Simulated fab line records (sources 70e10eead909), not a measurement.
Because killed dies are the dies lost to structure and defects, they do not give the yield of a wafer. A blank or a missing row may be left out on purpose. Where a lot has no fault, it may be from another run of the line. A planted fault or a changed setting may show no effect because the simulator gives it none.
Which tool was responsible? :: flow nand harc :: 11 lots, 33 wafers sampled, at 6 steps of a route of 1159

== WHAT THE GAUGES READ, wafer by wafer ==
NHARC_P_ZERO_WELL_CD_MEAS_24 targets a cd of 720 nm. Usual: cd nm reads 720.7 nm (standard deviation 2.3).
lot: L237
measured: day 1 14:37
on: cd sem-02
cd nm (nm): 720.7 719.3 718.8
flag: 

lot: L238
measured: day 1 20:37
on: cd sem-03
cd nm (nm): 722.6 721.1 724.5
flag: 

lot: L239
measured: day 2 02:43
on: cd sem-03
cd nm (nm): 724.1 726.3 722.4
flag: 

lot: L245
measured: day 3 14:37
on: cd sem-01
cd nm (nm): 718.3 718.6 721.8
flag: 

lot: L250
measured: day 4 20:27
on: cd sem-02
cd nm (nm): 721.9 722.9 720.6
flag: 

lot: L252
measured: day 5 08:35
on: cd sem-02
cd nm (nm): - - -
flag: OFF

lot: L253
measured: day 5 14:28
on: cd sem-01
cd nm (nm): 719.7 721.4 717.2
flag: 

lot: L257
measured: day 6 14:21
on: cd sem-03
cd nm (nm): 719.6 719.1 717.6
flag: 

lot: L258
measured: day 6 20:35
on: cd sem-02
cd nm (nm): 720.2 722.7 719.8
flag: 

lot: L259
measured: day 7 02:45
on: cd sem-01
cd nm (nm): 718.0 714.9 718.4
flag: 

lot: L260
measured: day 7 08:37
on: cd sem-03
cd nm (nm): 718.8 719.0 720.5
flag: 

NHARC_P_STI_INSPECT_11. Usual: raw defect count reads 5.6 (standard deviation 2.8).
lot: L237
measured: day 2 12:54
on: defect inspect-01
raw defect count: 3 4 7
flag: 

lot: L238
measured: day 2 21:11
on: defect inspect-02
raw defect count: 4 5 6
flag: 

lot: L239
measured: day 2 21:02
on: defect inspect-01
raw defect count: 7 4 5
flag: 

lot: L245
measured: day 4 11:13
on: defect inspect-01
raw defect count: 5 3 9
flag: 

lot: L250
measured: day 5 18:49
on: defect inspect-02
raw defect count: 10 10 13
flag: 

lot: L253
measured: day 6 10:50
on: defect inspect-02
raw defect count: 4 3 6
flag: 

lot: L257
measured: day 7 11:39
on: defect inspect-01
raw defect count: 8 10 4
flag: 

lot: L258
measured: day 7 17:51
on: defect inspect-01
raw defect count: 2 7 12
flag: 

lot: L259
measured: day 8 01:46
on: defect inspect-01
raw defect count: 5 6 6
flag: 

lot: L260
measured: day 8 01:37
on: defect inspect-02
raw defect count: 10 4 2
flag: 

NHARC_END_SORT_01. Usual: killed at array 27, standard deviation 8.8; killed at other 0.4, standard deviation 0.82; killed at periphery 3.1, standard deviation 2.1; killed dies 31, standard deviation 8.8; killed open 3.3, standard deviation 2; killed short 2.0, standard deviation 1.4.
lot: L252
measured: day 22 20:50
on: prober-02
killed at array: 24 25 19
killed at other: 0 1 0
killed at periphery: 653 651 658
killed dies: 677 677 677
killed open: 2 2 2
killed short: 3 4 2
flag: OFF

== WHAT TOOL EACH LOT RAN ON (gives the tool, then ch and the chambers of the sampled wafers, and finally the start) ==
lot: L237
NHARC_P_ZERO_WELL_EXPOSE_21: krf scanner-03 ch 0, day 1 14:28
NHARC_P_ZERO_WELL_DESCUM_26: rie diel-03 ch 0,1,2, day 1 14:46
NHARC_P_STI_ETCH_31: rie diel-01 ch 0,2,3, no start

lot: L238
NHARC_P_ZERO_WELL_EXPOSE_21: krf scanner-04 ch 0, day 1 20:28
NHARC_P_ZERO_WELL_DESCUM_26: rie diel-05 ch 1,3, day 1 20:48
NHARC_P_STI_ETCH_31: rie diel-06 ch 1,2,3, no start

lot: L239
NHARC_P_ZERO_WELL_EXPOSE_21: krf scanner-03 ch 0, day 2 02:34
NHARC_P_ZERO_WELL_DESCUM_26: rie diel-03 ch 1,2,3, day 2 02:54
NHARC_P_STI_ETCH_31: rie diel-07 ch 0,1,2, no start

lot: L245
NHARC_P_ZERO_WELL_EXPOSE_21: krf scanner-02 ch 0, day 3 14:28
NHARC_P_ZERO_WELL_DESCUM_26: rie diel-12 ch 0,1,3, day 3 14:47
NHARC_P_STI_ETCH_31: rie diel-07 ch 1,2, no start

lot: L250
NHARC_P_ZERO_WELL_EXPOSE_21: krf scanner-04 ch 0, day 4 20:18
NHARC_P_ZERO_WELL_DESCUM_26: rie diel-12 ch 1,2, day 4 20:37
NHARC_P_STI_ETCH_31: rie diel-06 ch 0,1,2, no start

lot: L252
NHARC_P_ZERO_WELL_EXPOSE_21: krf scanner-04 ch 0, day 5 08:25
NHARC_P_ZERO_WELL_DESCUM_26: rie diel-05 ch 0,2, day 5 08:45
NHARC_P_STI_ETCH_31: -

lot: L253
NHARC_P_ZERO_WELL_EXPOSE_21: krf scanner-04 ch 0, day 5 14:19
NHARC_P_ZERO_WELL_DESCUM_26: rie diel-05 ch 0,2,3, day 5 14:40
NHARC_P_STI_ETCH_31: rie diel-07 ch 0,3, no start

lot: L257
NHARC_P_ZERO_WELL_EXPOSE_21: krf scanner-02 ch 0, day 6 14:12
NHARC_P_ZERO_WELL_DESCUM_26: rie diel-03 ch 0,2,3, day 6 14:31
NHARC_P_STI_ETCH_31: rie diel-01 ch 0,2,3, no start

lot: L258
NHARC_P_ZERO_WELL_EXPOSE_21: krf scanner-03 ch 0, day 6 20:26
NHARC_P_ZERO_WELL_DESCUM_26: rie diel-12 ch 2,3, day 6 20:46
NHARC_P_STI_ETCH_31: rie diel-06 ch 1,2, no start

lot: L259
NHARC_P_ZERO_WELL_EXPOSE_21: krf scanner-02 ch 0, day 7 02:35
NHARC_P_ZERO_WELL_DESCUM_26: rie diel-05 ch 0,2, day 7 02:55
NHARC_P_STI_ETCH_31: rie diel-06 ch 0,2, no start

lot: L260
NHARC_P_ZERO_WELL_EXPOSE_21: krf scanner-03 ch 0, day 7 08:27
NHARC_P_ZERO_WELL_DESCUM_26: rie diel-05 ch 0,2,3, day 7 08:46
NHARC_P_STI_ETCH_31: rie diel-06 ch 1,2,3, no start
- NHARC_P_ZERO_WELL_EXPOSE_21: exposes mask P NWELL, target cd 720 nm.
- NHARC_P_ZERO_WELL_DESCUM_26: chemistry O2, time 3 s.
- NHARC_P_STI_ETCH_31: etches the open film in CF4/CHF3, target depth 108.9 nm, time 54.5 s.

== WHAT THE TOOLS THEMSELVES READ (means of the sampled wafers that have a number; where no wafer has one, the mark that the record gives instead) ==
NHARC_P_ZERO_WELL_EXPOSE_21. Usual: focus offset nm reads 0.1 nm (standard deviation 0.47).
lot: L237
tool: krf scanner-03
focus offset nm (nm): 0.2
flag: 

lot: L238
tool: krf scanner-04
focus offset nm (nm): 0.4
flag: 

lot: L239
tool: krf scanner-03
focus offset nm (nm): 0.5
flag: 

lot: L245
tool: krf scanner-02
focus offset nm (nm): 0.4
flag: 

lot: L250
tool: krf scanner-04
focus offset nm (nm): 0.6
flag: 

lot: L252
tool: krf scanner-04
focus offset nm (nm): 0.0
flag: 

lot: L253
tool: krf scanner-04
focus offset nm (nm): -0.2
flag: 

lot: L257
tool: krf scanner-02
focus offset nm (nm): -0.4
flag: 

lot: L258
tool: krf scanner-03
focus offset nm (nm): -0.1
flag: 

lot: L259
tool: krf scanner-02
focus offset nm (nm): -0.1
flag: 

lot: L260
tool: krf scanner-03
focus offset nm (nm): 0.5
flag: 

NHARC_P_ZERO_WELL_DESCUM_26. Usual: drypump motor current A 5.7 A, standard deviation 0.64; o2 flow sccm 200.0 sccm, standard deviation 0.56; oes product au 1.002 a.u., standard deviation 0.0086; rf vpp V 57.8 V, standard deviation 0.89; showerhead plenum p Torr 1.93 Torr, standard deviation 0.087; throttle valve pct 11.312 %, standard deviation 0.0094.
lot: L237
tool: rie diel-03
drypump motor current A (A): 5.3
o2 flow sccm (sccm): 200.3
oes product au (a.u.): 1.001
rf vpp V (V): 58.1
showerhead plenum p Torr (Torr): 2.01
throttle valve pct (%): 11.313
flag: 

lot: L238
tool: rie diel-05
drypump motor current A (A): 6.6
o2 flow sccm (sccm): 199.4
oes product au (a.u.): 0.994
rf vpp V (V): 57.9
showerhead plenum p Torr (Torr): 1.92
throttle valve pct (%): 11.311
flag: 

lot: L239
tool: rie diel-03
drypump motor current A (A): 5.5
o2 flow sccm (sccm): 199.9
oes product au (a.u.): 1.001
rf vpp V (V): 57.8
showerhead plenum p Torr (Torr): 1.96
throttle valve pct (%): 11.308
flag: 

lot: L245
tool: rie diel-12
drypump motor current A (A): 5.7
o2 flow sccm (sccm): 199.8
oes product au (a.u.): 0.994
rf vpp V (V): 56.9
showerhead plenum p Torr (Torr): 1.85
throttle valve pct (%): 11.312
flag: 

lot: L250
tool: rie diel-12
drypump motor current A (A): 5.5
o2 flow sccm (sccm): 200.0
oes product au (a.u.): 1.015
rf vpp V (V): 57.2
showerhead plenum p Torr (Torr): 1.79
throttle valve pct (%): 11.311
flag: 

lot: L252
tool: rie diel-05
drypump motor current A (A): 5.6
o2 flow sccm (sccm): 199.9
oes product au (a.u.): 1.005
rf vpp V (V): 57.9
showerhead plenum p Torr (Torr): 1.98
throttle valve pct (%): 11.321
flag: 

lot: L253
tool: rie diel-05
drypump motor current A (A): 5.8
o2 flow sccm (sccm): 199.5
oes product au (a.u.): 1.006
rf vpp V (V): 58.1
showerhead plenum p Torr (Torr): 1.98
throttle valve pct (%): 11.311
flag: 

lot: L257
tool: rie diel-03
drypump motor current A (A): 5.3
o2 flow sccm (sccm): 200.7
oes product au (a.u.): 0.993
rf vpp V (V): 58.5
showerhead plenum p Torr (Torr): 1.99
throttle valve pct (%): 11.310
flag: 

lot: L258
tool: rie diel-12
drypump motor current A (A): 5.2
o2 flow sccm (sccm): 199.8
oes product au (a.u.): 0.994
rf vpp V (V): 57.0
showerhead plenum p Torr (Torr): 1.83
throttle valve pct (%): 11.318
flag: 

lot: L259
tool: rie diel-05
drypump motor current A (A): 5.6
o2 flow sccm (sccm): 199.8
oes product au (a.u.): 1.011
rf vpp V (V): 58.0
showerhead plenum p Torr (Torr): 1.98
throttle valve pct (%): 11.301
flag: 

lot: L260
tool: rie diel-05
drypump motor current A (A): 5.7
o2 flow sccm (sccm): 200.4
oes product au (a.u.): 1.018
rf vpp V (V): 57.8
showerhead plenum p Torr (Torr): 1.98
throttle valve pct (%): 11.313
flag: 

NHARC_P_STI_ETCH_31. Usual: cf4 flow sccm 100.0 sccm, standard deviation 0.31; drypump motor current A 5.8 A, standard deviation 0.48; oes product au 0.959 a.u., standard deviation 0.017; rf vpp V 369.9 V, standard deviation 2.5; showerhead plenum p Torr 1.55 Torr, standard deviation 0.067; throttle valve pct 16.802 %, standard deviation 0.0097.
lot: L237
tool: rie diel-01
cf4 flow sccm (sccm): 100.0
drypump motor current A (A): 5.7
oes product au (a.u.): 0.964
rf vpp V (V): 368.9
showerhead plenum p Torr (Torr): 1.54
throttle valve pct (%): 16.791
flag: 

lot: L238
tool: rie diel-06
cf4 flow sccm (sccm): 99.9
drypump motor current A (A): 5.5
oes product au (a.u.): 0.946
rf vpp V (V): 371.4
showerhead plenum p Torr (Torr): 1.59
throttle valve pct (%): 16.791
flag: 

lot: L239
tool: rie diel-07
cf4 flow sccm (sccm): 100.3
drypump motor current A (A): 5.9
oes product au (a.u.): 0.958
rf vpp V (V): 369.8
showerhead plenum p Torr (Torr): 1.54
throttle valve pct (%): 16.796
flag: 

lot: L245
tool: rie diel-07
cf4 flow sccm (sccm): 100.3
drypump motor current A (A): 6.0
oes product au (a.u.): 0.962
rf vpp V (V): 371.7
showerhead plenum p Torr (Torr): 1.60
throttle valve pct (%): 16.808
flag: 

lot: L250
tool: rie diel-06
cf4 flow sccm (sccm): 99.8
drypump motor current A (A): 5.8
oes product au (a.u.): 0.966
rf vpp V (V): 371.0
showerhead plenum p Torr (Torr): 1.58
throttle valve pct (%): 16.809
flag: 

lot: L253
tool: rie diel-07
cf4 flow sccm (sccm): 99.8
drypump motor current A (A): 5.8
oes product au (a.u.): 0.975
rf vpp V (V): 367.4
showerhead plenum p Torr (Torr): 1.49
throttle valve pct (%): 16.798
flag: 

lot: L257
tool: rie diel-01
cf4 flow sccm (sccm): 100.1
drypump motor current A (A): 5.7
oes product au (a.u.): 0.945
rf vpp V (V): 369.4
showerhead plenum p Torr (Torr): 1.54
throttle valve pct (%): 16.803
flag: 

lot: L258
tool: rie diel-06
cf4 flow sccm (sccm): 100.0
drypump motor current A (A): 5.7
oes product au (a.u.): 0.964
rf vpp V (V): 371.5
showerhead plenum p Torr (Torr): 1.60
throttle valve pct (%): 16.809
flag: 

lot: L259
tool: rie diel-06
cf4 flow sccm (sccm): 100.0
drypump motor current A (A): 5.3
oes product au (a.u.): 0.952
rf vpp V (V): 369.6
showerhead plenum p Torr (Torr): 1.54
throttle valve pct (%): 16.808
flag: 

lot: L260
tool: rie diel-06
cf4 flow sccm (sccm): 100.1
drypump motor current A (A): 5.5
oes product au (a.u.): 0.973
rf vpp V (V): 370.8
showerhead plenum p Torr (Torr): 1.59
throttle valve pct (%): 16.802
flag: 

== THE ANSWER, worked out from the rows above alone ==
Rule: a lot counts as off when the mean over its wafers that have a number is more than 3 standard deviations away from the usual mean. A lot without any number at a reading at which 4 lots or more have one is off too. Any other lot the step has rows for is counted as sound. First the gauges in route order, then the tools' own readings, where a lot's mean is used as printed above. The first step at which some lot is off is used, and at that step the reading that is off furthest; a lot without a number counts as furthest.
Off, at NHARC_P_ZERO_WELL_CD_MEAS_24 on cd nm: L252. Without a number there: L252.
A tool fits if, at a process step before that reading, it ran every lot that is off, and no sound lot after the first of them. The gauges at NHARC_P_ZERO_WELL_CD_MEAS_24 aren't tried: what is off there is off at NHARC_END_SORT_01 too, on other tools, and a gauge's error can't cause that. Of those tried, none fits.

== WHAT HAD BEEN PUT IN BY THE SIMULATOR ==
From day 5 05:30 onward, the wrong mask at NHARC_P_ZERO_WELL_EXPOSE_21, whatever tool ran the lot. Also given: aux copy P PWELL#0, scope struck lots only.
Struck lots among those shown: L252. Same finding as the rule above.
